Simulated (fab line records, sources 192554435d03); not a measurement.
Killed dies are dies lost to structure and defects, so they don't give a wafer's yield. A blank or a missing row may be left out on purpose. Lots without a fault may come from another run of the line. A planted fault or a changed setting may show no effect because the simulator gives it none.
fab line records | flow n5_finfet | part 1 of 2: steps 1 to 20 of 29
record lots=5 wafers=15 last_day=15
route steps=1938 shown BEOL_M6@1195
lots that met no fault: from a run of the same line without faults
start_h: hours from the record's first day to the start of the lot's first wafer shown | wait_h: hours since the lot's step before | " the same as in the row above | L1.1+2: a row that stands for several wafers | - no value, or no start given | * or withheld: withheld | < > ~ a bound
route shown NAME@n: a module of which the file shows steps, and the number in the route of the first | usual: mean/standard deviation of fault-free wafers | same: alike in all rows | chamber/n: place in a boat | sites: the reading at each site | _std_site: their standard deviation | _edge_site: outer sites' mean less inner sites' | radius_mm: how far each site lies from the wafer's centre | mask NAME#n: copy n | behind: the tool/chamber that last shaped the wafer | hold: why the lot was held/for how many hours/how that ended | device: the transistor (n, p or np) that didn't switch | end of line: the same wafers' tests at the end of the route | a step without rows: its recipe alone | killed: dies lost to structure and defects at the first sort, not the wafer's yield | map: a wafer's dies, x killed, . not, _ none there
set.NAME: the setting as run; set.NAME@STEP: as run at that earlier step | model.NAME: the simulator's own value behind a step, which no gauge read
lots at some steps of the route; a table a step, a row a wafer
services: from which hour (start_h, from the record's first day; less than 0 if before it) a tool's chamber was out of use, for how many hours, and why
## steps
# step N5_BEOL_M6_CURE_74
# recipe temp_c=385 time_s=240 ambient=He/Ar material=SiCOH_lowk
# usual lamp_power_pct=52.32/0.056 wafer_temp_C_max=386.8/0.59
# columns lot.wafer tool chamber start_h wait_h lamp_power_pct wafer_temp_C_max
L075.2 uv_cure-01 1 184.96 0.1 52.28 386.6
L075.3 " 1 " " 52.26 387.1
L075.6 " 1 " " 52.36 387.2
L078.1 uv_cure-03 0 191.98 0.0 52.25 386.9
L078.2 " 0 " " 52.38 386.6
L078.4 " 0 " " 52.28 386.2
L082.2 uv_cure-01 1 237.72 0.1 52.22 387.0
L082.3 " 1 " " 52.25 387.5
L082.6 " 1 " " 52.29 386.9
L086.4 uv_cure-03 1 249.00 0.3 52.27 387.1
L086.5 " 1 " " 52.32 387.0
L086.6 " 1 " " 52.23 387.9
L089.3 uv_cure-01 1 273.91 0.2 52.23 388.5
L089.4 " 1 " " 52.29 387.3
L089.6 " 1 " " 52.36 386.7
# step N5_BEOL_M6_THK_MEAS_01
# recipe reads=SiCOH_lowk_of_BEOL_M6_ILD_DEP_00
# usual M6_ILD_THK=154.9/1.9
# columns lot.wafer tool chamber start_h wait_h M6_ILD_THK[nm]
L075.2 film_metro-02 - 185.39 0.4 152.4
L075.3 " - " " 152.3
L075.6 " - " " 157.2
L078.1 film_metro-01 - 192.49 0.4 153.8
L078.2 " - " " 154.4
L078.4 " - " " 156.1
L082.2 film_metro-01 - 238.15 0.4 152.0
L082.3 " - " " 154.0
L082.6 " - " " 153.4
L086.4 film_metro-01 - 249.27 0.2 159.0
L086.5 " - " " 159.0
L086.6 " - " " 159.6
L089.3 film_metro-02 - 274.27 0.3 155.2
L089.4 " - " " 158.3
L089.6 " - " " 157.7
# step N5_BEOL_M6_PECVD_70
# recipe material=SiO2 target_thk_a=200 temp_c=400 precursor=TEOS/O2 pressure_torr=5.5 rf_w=450 teos_flow_sccm=53.8 gas=O2 flow_sccm=3000 time_s=22.7
# usual heater_power_w=743/94 showerhead_plenum_p_Torr=8.79/0.058 throttle_valve_pct=22.3/0.77
# columns lot.wafer tool chamber start_h wait_h heater_power_w showerhead_plenum_p_Torr throttle_valve_pct
L075.2 pecvd-02 1 185.43 0.0 524 8.73 21.8
L075.3 " 0 " " 727 8.80 22.9
L075.6 " 2 " " 674 8.82 21.3
L078.1 pecvd-04 1 192.53 0.0 624 8.70 23.0
L078.2 " 0 " " 824 8.80 23.0
L078.4 " 0 " " 837 8.80 22.9
L082.2 pecvd-04 1 238.19 0.0 661 8.72 23.2
L082.3 " 0 " " 872 8.81 23.0
L082.6 " 0 " " 851 8.82 23.0
L086.4 pecvd-03 2 249.33 0.1 831 8.71 22.3
L086.5 " 0 " " 745 8.78 23.0
L086.6 " 1 " " 666 8.87 22.1
L089.3 pecvd-02 0 274.31 0.0 768 8.81 23.0
L089.4 " 0 " " 774 8.80 22.7
L089.6 " 1 " " 621 8.71 21.5
# step N5_BEOL_M6_HM_DEP_02
# recipe material=TiN target_thk_a=200 temp_c=25 chamber_pressure_pa=0.49996
# usual substrate_temp_c=25.00/0.095 throttle_valve_pct=29.7/0.96
# columns lot.wafer tool chamber start_h wait_h substrate_temp_c throttle_valve_pct
L075.2 pvd_sputter-03 - 185.96 0.5 24.98 31.0
L075.3 " - " " 24.87 29.7
L075.6 " - " " 25.16 28.9
L078.1 pvd_sputter-02 - 194.49 1.9 25.13 27.9
L078.2 " - " " 24.92 29.8
L078.4 " - " " 25.05 30.7
L082.2 pvd_sputter-01 - 242.28 4.1 24.94 29.3
L082.3 " - " " 25.08 28.9
L082.6 " - " " 25.03 30.0
L086.4 pvd_sputter-02 - 251.08 1.7 25.07 29.9
L086.5 " - " " 24.98 27.7
L086.6 " - " " 24.95 30.4
L089.3 pvd_sputter-02 - 275.88 1.6 24.83 29.8
L089.4 " - " " 24.72 30.3
L089.6 " - " " 24.85 29.7
# step N5_BEOL_M6_COAT_59
# recipe resist=SOC temp_c=250 time_s=60 spin_rpm=1500 resist_thk_nm=100
# usual chill_plate_temp_C=23.02/0.1
# columns lot.wafer tool chamber start_h wait_h chill_plate_temp_C
L075.2 litho_track-05 0 186.09 0.1 22.83
L075.3 " 0 " " 22.87
L075.6 " 0 " " 22.98
L078.1 litho_track-01 0 194.62 0.1 22.90
L078.2 " 0 " " 23.13
L078.4 " 0 " " 23.05
L082.2 litho_track-01 0 242.40 0.1 22.97
L082.3 " 0 " " 23.09
L082.6 " 0 " " 23.16
L086.4 litho_track-05 0 251.21 0.1 23.06
L086.5 " 0 " " 22.89
L086.6 " 0 " " 22.94
L089.3 litho_track-01 0 276.01 0.1 23.01
L089.4 " 0 " " 23.13
L089.6 " 0 " " 23.00
# step N5_BEOL_M6_COAT_60
# recipe resist=SiARC temp_c=220 time_s=60 spin_rpm=1500 resist_thk_nm=35
# usual chill_plate_temp_C=23.00/0.11
# columns lot.wafer tool chamber start_h wait_h chill_plate_temp_C
L075.2 litho_track-05 0 - - 23.02
L075.3 " 0 " " 22.95
L075.6 " 0 " " 23.03
L078.1 litho_track-01 0 - - 22.96
L078.2 " 0 " " 23.19
L078.4 " 0 " " 23.15
L082.2 litho_track-01 0 - - 23.07
L082.3 " 0 " " 22.88
L082.6 " 0 " " 23.01
L086.4 litho_track-05 0 - - 23.04
L086.5 " 0 " " 23.15
L086.6 " 0 " " 23.06
L089.3 litho_track-01 0 - - 23.08
L089.4 " 0 " " 22.99
L089.6 " 0 " " 23.16
# step N5_BEOL_M6_COAT_05
# recipe resist=CAR-ArF spin_rpm=1500 resist_thk_nm=90
# usual chill_plate_temp_C=23.01/0.099
# columns lot.wafer tool chamber start_h wait_h chill_plate_temp_C
L075.2 litho_track-05 0 - - 23.12
L075.3 " 0 " " 23.16
L075.6 " 0 " " 23.02
L078.1 litho_track-01 0 - - 22.99
L078.2 " 0 " " 23.03
L078.4 " 0 " " 22.96
L082.2 litho_track-01 0 - - 22.87
L082.3 " 0 " " 22.88
L082.6 " 0 " " 23.04
L086.4 litho_track-05 0 - - 23.04
L086.5 " 0 " " 23.17
L086.6 " 0 " " 23.21
L089.3 litho_track-01 0 - - 23.12
L089.4 " 0 " " 23.15
L089.6 " 0 " " 23.10
# step N5_BEOL_M6_EBR_07
# recipe solvent=PGMEA ebr_width_mm=1.5
# usual chill_plate_temp_C=22.99/0.11
# columns lot.wafer tool chamber start_h wait_h chill_plate_temp_C
L075.2 litho_track-05 0 - - 23.08
L075.3 " 0 " " 23.00
L075.6 " 0 " " 23.11
L078.1 litho_track-01 0 - - 23.04
L078.2 " 0 " " 22.87
L078.4 " 0 " " 23.04
L082.2 litho_track-01 0 - - 22.92
L082.3 " 0 " " 23.12
L082.6 " 0 " " 22.95
L086.4 litho_track-05 0 - - 23.17
L086.5 " 0 " " 23.03
L086.6 " 0 " " 22.95
L089.3 litho_track-01 0 - - 23.12
L089.4 " 0 " " 23.08
L089.6 " 0 " " 23.00
# step N5_BEOL_M6_SOFTBAKE_06
# recipe temp_c=110 time_s=60 resist=CAR-ArF
# usual chill_plate_temp_C=23.00/0.099
# columns lot.wafer tool chamber start_h wait_h chill_plate_temp_C
L075.2 litho_track-05 0 - - 23.19
L075.3 " 0 " " 22.91
L075.6 " 0 " " 23.03
L078.1 litho_track-01 0 - - 23.13
L078.2 " 0 " " 22.90
L078.4 " 0 " " 23.20
L082.2 litho_track-01 0 - - 23.14
L082.3 " 0 " " 23.13
L082.6 " 0 " " 23.07
L086.4 litho_track-05 0 - - 22.95
L086.5 " 0 " " 23.12
L086.6 " 0 " " 22.96
L089.3 litho_track-01 0 - - 22.97
L089.4 " 0 " " 23.04
L089.6 " 0 " " 23.11
# step N5_BEOL_M6_EXPOSE_08
# recipe mask_id=M6 na=1.35 source_shape=dipole sigma_inner=0.817 sigma_outer=0.97 polarization=te dose_mj=68.25
# usual reticle_temp_C=23.01/0.093
# columns lot.wafer tool chamber start_h wait_h mask reticle_temp_C
L075.2 arfi_scanner-03 0 186.34 - M6#0 22.74
L075.3 " 0 " " M6#0 23.01
L075.6 " 0 " " M6#0 23.05
L078.1 arfi_scanner-01 0 194.73 - M6#0 22.87
L078.2 " 0 " " M6#0 23.04
L078.4 " 0 " " M6#0 22.96
L082.2 arfi_scanner-02 0 242.53 - M6#0 22.89
L082.3 " 0 " " M6#0 22.96
L082.6 " 0 " " M6#0 22.85
L086.4 arfi_scanner-01 0 251.47 - M6#0 23.16
L086.5 " 0 " " M6#0 23.16
L086.6 " 0 " " M6#0 23.08
L089.3 arfi_scanner-01 0 276.14 - M6#0 22.98
L089.4 " 0 " " M6#0 22.81
L089.6 " 0 " " M6#0 22.74
# step N5_BEOL_M6_PEB_09
# recipe peb_temp_c=withheld peb_time_s=60 resist=CAR-ArF
# usual chill_plate_temp_C=23.00/0.1
# columns lot.wafer tool chamber start_h wait_h chill_plate_temp_C
L075.2 litho_track-05 0 186.39 0.0 23.07
L075.3 " 0 " " 22.93
L075.6 " 0 " " 22.89
L078.1 litho_track-01 0 194.79 0.1 23.10
L078.2 " 0 " " 23.08
L078.4 " 0 " " 23.13
L082.2 litho_track-05 0 242.58 0.0 22.92
L082.3 " 0 " " 22.83
L082.6 " 0 " " 22.93
L086.4 litho_track-05 0 251.52 0.0 22.83
L086.5 " 0 " " 23.12
L086.6 " 0 " " 22.97
L089.3 litho_track-02 0 276.19 0.0 23.07
L089.4 " 0 " " 23.02
L089.6 " 0 " " 23.07
# step N5_BEOL_M6_DEVELOP_10
# recipe develop_time_s=30 developer=TMAH resist=CAR-ArF rinse_liquid=diw dry=air_spin dev_temp_c=23
# usual chill_plate_temp_C=23.00/0.1
# columns lot.wafer tool chamber start_h wait_h chill_plate_temp_C
L075.2 litho_track-05 0 - - 23.11
L075.3 " 0 " " 22.96
L075.6 " 0 " " 23.18
L078.1 litho_track-01 0 - - 23.00
L078.2 " 0 " " 23.13
L078.4 " 0 " " 23.02
L082.2 litho_track-05 0 - - 22.84
L082.3 " 0 " " 23.04
L082.6 " 0 " " 23.01
L086.4 litho_track-05 0 - - 23.11
L086.5 " 0 " " 23.10
L086.6 " 0 " " 23.14
L089.3 litho_track-02 0 - - 22.96
L089.4 " 0 " " 22.89
L089.6 " 0 " " 22.93
# step N5_BEOL_M6_CD_MEAS_11
# recipe target_cd_nm=38.5 landing_energy_ev=500 detector=se_inlens polarity=opening
# usual cd_nm=38.5/0.39
# columns lot.wafer tool chamber start_h wait_h cd_nm
L075.2 cd_sem-01 0 186.46 - 38.3
L075.3 " 0 " " 38.8
L075.6 " 0 " " 38.3
L078.1 cd_sem-01 0 194.86 - 38.8
L078.2 " 0 " " 38.8
L078.4 " 0 " " 38.3
L082.2 cd_sem-02 0 242.65 - 39.0
L082.3 " 0 " " 38.7
L082.6 " 0 " " 38.5
L086.4 cd_sem-02 0 251.59 - 38.9
L086.5 " 0 " " 38.6
L086.6 " 0 " " 38.4
L089.3 cd_sem-01 0 276.26 - 37.9
L089.4 " 0 " " 38.4
L089.6 " 0 " " 37.9
# step N5_BEOL_M6_OVL_MEAS_12
# recipe points_per_wafer=44
# usual M6_OVL=-0.1/0.8
# columns lot.wafer tool chamber start_h wait_h M6_OVL[nm]
L075.2 overlay-01 0 186.49 0.0 0.1
L075.3 " 0 " " -0.1
L075.6 " 0 " " -0.5
L078.1 overlay-02 0 194.89 0.0 -0.1
L078.2 " 0 " " 0.8
L078.4 " 0 " " 0.5
L082.2 overlay-01 0 242.68 0.0 0.4
L082.3 " 0 " " -0.3
L082.6 " 0 " " 1.8
L086.4 overlay-01 0 251.61 0.0 1.2
L086.5 " 0 " " 0.5
L086.6 " 0 " " 0.2
L089.3 overlay-02 0 276.29 0.0 0.1
L089.4 " 0 " " 1.6
L089.6 " 0 " " 0.8
# step N5_BEOL_M6_INSPECT_13
# recipe mode=adi inspect_instrument=brightfield
# usual raw_defect_count=401/85
# columns lot.wafer tool chamber start_h wait_h raw_defect_count
L075.2 defect_inspect-02 - 186.51 0.0 406
L075.3 " - " " 353
L075.6 " - " " 285
L078.1 defect_inspect-01 - 194.92 0.0 531
L078.2 " - " " 407
L078.4 " - " " 453
L082.2 defect_inspect-02 - 242.71 0.0 360
L082.3 " - " " 402
L082.6 " - " " 459
L086.4 defect_inspect-01 - 251.64 0.0 297
L086.5 " - " " 414
L086.6 " - " " 437
L089.3 defect_inspect-02 - 276.31 0.0 321
L089.4 " - " " 210
L089.6 " - " " 281
# step N5_BEOL_M6_DESCUM_16
# recipe chemistry=O2 time_s=7.9 source_power_w=50 bias_power_w=20 pressure_mtorr=20 rf_frequency_hz=2.712e+07 temp_c=40 resist=CAR-ArF o2_flow_sccm=225
# usual drypump_motor_current_A=5.8/0.4 oes_product_au=0.80/0.094 rf_vpp_V=242.5/1.2 showerhead_plenum_p_Torr=2.05/0.054 throttle_valve_pct=20.44/0.26
# columns lot.wafer tool chamber start_h wait_h drypump_motor_current_A oes_product_au rf_hours_counter_h rf_vpp_V showerhead_plenum_p_Torr throttle_valve_pct
L075.2 rie_diel-05 1 186.55 0.0 5.1 0.94 22 241.9 2.04 20.14
L075.3 " 0 " " 5.6 0.85 62 242.7 2.03 20.23
L075.6 " 2 " " 6.2 0.95 - 244.3 2.13 20.36
L078.1 rie_diel-05 2 195.31 0.4 6.2 0.93 9 244.7 2.13 20.37
L078.2 " 1 " " 5.1 0.94 26 243.4 2.04 20.12
L078.4 " 0 " " 5.6 0.83 66 242.6 2.02 20.24
L082.2 rie_diel-02 2 242.74 0.0 6.2 0.72 205 244.3 2.17 20.95
L082.3 " 3 " " 6.1 0.70 219 244.5 1.98 20.95
L082.6 " 0 " " 5.9 0.69 - 241.5 1.98 20.69
L086.4 rie_diel-05 3 251.69 0.0 5.8 0.70 - 242.9 2.05 20.45
L086.5 " 1 " " 5.1 0.89 - 242.1 2.03 20.16
L086.6 " 2 " " 6.3 0.88 - 244.1 2.12 20.43
L089.3 rie_diel-05 0 276.34 0.0 5.6 0.82 92 240.6 2.02 20.28
L089.4 " 1 " " 5.1 0.87 - 243.5 2.03 20.19
L089.6 " 2 " " 6.2 0.85 - 245.4 2.12 20.43
# step N5_BEOL_M6_ETCH_61
# recipe chemistry=CF4 target=SiARC target_depth_a=455 mask_material=CAR-ArF time_s=75.8 ion_energy_ev=80 pressure_mtorr=40 source_w=545 bias_w=36 Ar_flow_sccm=100 cf4_flow_sccm=100 ends=cleared
# usual drypump_motor_current_A=5.8/0.39 etch_rf_on_time_s=75.7/1.2 oes_product_au=0.69/0.081 rf_vpp_V=183.6/1.1 showerhead_plenum_p_Torr=2.10/0.052 throttle_valve_pct=15.64/0.28
# columns lot.wafer tool chamber start_h wait_h drypump_motor_current_A etch_rf_on_time_s oes_product_au rf_hours_counter_h rf_vpp_V showerhead_plenum_p_Torr throttle_valve_pct
L075.2 rie_diel-05 1 186.58 0.0 5.1 75.6 0.80 22 183.7 2.10 15.32
L075.3 " 0 " " 5.6 74.1 0.72 62 182.8 2.08 15.44
L075.6 " 2 " " 6.3 74.5 0.81 - 185.4 2.19 15.54
L078.1 rie_diel-05 2 195.35 0.0 6.2 75.3 0.79 9 185.9 2.19 15.54
L078.2 " 1 " " 5.1 74.7 0.80 26 183.3 2.10 15.32
L078.4 " 0 " " 5.7 75.1 0.72 66 182.9 2.08 15.43
L082.2 rie_diel-02 2 242.77 0.0 6.1 76.9 0.62 205 185.7 2.20 16.09
L082.3 " 3 " " 6.1 76.4 0.59 219 182.2 2.04 16.22
L082.6 " 0 " " 5.9 79.2 0.58 - 182.7 2.02 15.81
L086.4 rie_diel-05 3 251.73 0.0 5.7 74.9 0.59 - 184.2 2.11 15.79
L086.5 " 1 " " 5.1 75.1 0.76 - 182.2 2.09 15.34
L086.6 " 2 " " 6.2 74.3 0.76 - 183.6 2.18 15.59
L089.3 rie_diel-05 0 276.38 0.0 5.7 75.6 0.69 92 183.8 2.07 15.49
L089.4 " 1 " " 5.1 77.0 0.74 - 184.0 2.08 15.38
L089.6 " 2 " " 6.2 75.4 0.73 - 183.5 2.18 15.60
# step N5_BEOL_M6_ETCH_62
# recipe chemistry=N2/H2 target=SOC target_depth_a=1100 overetch_a=220 mask_material=SiARC temp_c=40 time_s=165 ion_energy_ev=200 pressure_mtorr=30 source_w=840 bias_w=150 n2_flow_sccm=200 h2_flow_sccm=200
# usual drypump_motor_current_A=5.8/0.39 oes_product_au=0.68/0.075 rf_vpp_V=522.5/2 showerhead_plenum_p_Torr=2.49/0.065 throttle_valve_pct=17.87/0.28
# columns lot.wafer tool chamber start_h wait_h drypump_motor_current_A oes_product_au rf_hours_counter_h rf_vpp_V showerhead_plenum_p_Torr throttle_valve_pct
L075.2 rie_diel-05 1 186.64 0.0 5.1 0.78 22 522.2 2.50 17.68
L075.3 " 0 " " 5.6 0.71 62 522.4 2.48 17.66
L075.6 " 2 " " 6.2 0.80 - 525.3 2.60 17.75
L078.1 rie_diel-05 2 195.40 0.0 6.3 0.78 9 524.3 2.60 17.74
L078.2 " 1 " " 5.1 0.79 26 521.9 2.50 17.69
L078.4 " 0 " " 5.6 0.71 66 521.0 2.48 17.67
L082.2 rie_diel-02 2 242.83 0.0 6.1 0.62 205 525.8 2.63 18.27
L082.3 " 3 " " 6.1 0.59 219 519.3 2.42 18.38
L082.6 " 0 " " 5.9 0.59 - 520.2 2.40 18.08
L086.4 rie_diel-05 3 251.83 0.1 5.7 0.59 - 523.2 2.49 17.93
L086.5 " 1 " " 5.1 0.75 - 521.4 2.49 17.71
L086.6 " 2 " " 6.3 0.74 - 525.7 2.59 17.79
L089.3 rie_diel-05 0 276.43 0.0 5.7 0.69 92 522.7 2.47 17.73
L089.4 " 1 " " 5.1 0.75 - 522.7 2.49 17.74
L089.6 " 2 " " 6.2 0.72 - 526.6 2.58 17.80
# step N5_BEOL_M6_STRIP_68
# recipe chemistry=N2/H2 temp_c=40 n2_flow_sccm=200 h2_flow_sccm=200 rf_frequency_hz=6e+07
# columns lot.wafer tool chamber start_h wait_h
L075.2+3+6 rie_diel-05 1,0,2 186.78 0.1
L078.1+2+4 rie_diel-05 2,1,0 195.54 0.1
L082.2+3+6 rie_diel-02 2,3,0 242.97 0.1
L086.4+5+6 rie_diel-05 3,1,2 251.90 0.0
L089.3+4+6 rie_diel-05 0,1,2 276.57 0.1
# step N5_BEOL_M6_STRIP_67
# recipe chemistry=CF4 resist=SiARC power_w=300 bias_power_w=75 pressure_mtorr=50 cf4_flow_sccm=150 rf_frequency_hz=6e+07
# usual drypump_motor_current_A=5.8/0.39 oes_product_au=0.80/0.089 rf_vpp_V=270.4/1.3 showerhead_plenum_p_Torr=1.76/0.042 throttle_valve_pct=13.61/0.29
# columns lot.wafer tool chamber start_h wait_h drypump_motor_current_A oes_product_au rf_hours_counter_h rf_vpp_V showerhead_plenum_p_Torr throttle_valve_pct
L075.2 rie_diel-05 1 186.79 0.0 5.1 0.94 22 268.9 1.75 13.25
L075.3 " 0 " " 5.6 0.84 62 269.3 1.75 13.41
L075.6 " 2 " " 6.2 0.94 - 273.6 1.83 13.43
L078.1 rie_diel-05 2 195.55 0.0 6.2 0.93 10 273.1 1.83 13.44
L078.2 " 1 " " 5.1 0.92 26 270.6 1.75 13.23
L078.4 " 0 " " 5.6 0.84 66 271.1 1.75 13.41
L082.2 rie_diel-02 2 242.98 0.0 6.2 0.73 205 273.0 1.85 14.04
L082.3 " 3 " " 6.1 0.69 219 270.7 1.71 14.20
L082.6 " 0 " " 5.9 0.70 - 269.3 1.70 13.83
L086.4 rie_diel-05 3 251.92 0.0 5.7 0.69 - 271.5 1.77 13.81
L086.5 " 1 " " 5.1 0.89 - 270.1 1.74 13.29
L086.6 " 2 " " 6.2 0.88 - 271.8 1.83 13.50
L089.3 rie_diel-05 0 276.58 0.0 5.7 0.81 92 270.1 1.74 13.47
L089.4 " 1 " " 5.1 0.87 - 270.3 1.74 13.32
L089.6 " 2 " " 6.3 0.86 - 272.0 1.82 13.54
